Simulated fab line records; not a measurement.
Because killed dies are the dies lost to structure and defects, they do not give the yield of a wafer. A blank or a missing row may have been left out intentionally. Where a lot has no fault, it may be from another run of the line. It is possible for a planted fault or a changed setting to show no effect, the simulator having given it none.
Chamber matching	flow n5_finfet	rie_diel-05 running N5_BEOL_M5_ETCH_67: 4 sister chambers
The step etches SiARC in CF4, target depth 15.6 nm, time 26 s. 4 wafers are shown with their chamber, then 10 later ones without.

EACH WAFER AND ITS CHAMBER
wafer	chamber	showerhead_plenum_p_Torr (Torr)
L086.2	0	2.07
L086.4	1	2.13
L089.2	2	2.17
L089.3	3	2.26

WAFERS MISSING THEIR CHAMBER
wafer	showerhead_plenum_p_Torr (Torr)
L089.6	2.26
L090.4	2.06
L090.5	2.26
L090.6	2.13
L092.1	2.12
L092.2	2.26
L092.4	2.12
L096.1	2.06
L096.2	2.26
L096.3	2.16

WHICH CHAMBER EACH WENT THROUGH
wafer	from the rows above	in truth
L089.6	3	3
L090.4	0	0
L090.5	3	3
L090.6	1	1
L092.1	1	1
L092.2	3	3
L092.4	1	1
L096.1	0	0
L096.2	3	3
L096.3	2	2
Correct placement for 10 of the 10. Number that these rows cannot place: 0. 0 placed wrongly.
How it was worked out, from the rows above alone: a wafer's distance from a chamber is the root of the sum, over the readings, of the square of ((its reading less the chamber's mean) divided by the reading's scatter). The wafer belongs to the nearest chamber; if the next one is less than 2 further off, it can't be placed. For every chamber, the mean is computed from those of its wafers that are shown. The scatter (one wafer shown for each chamber): square how far every hidden wafer sits from the nearest shown wafer, average those squares and take the square root.
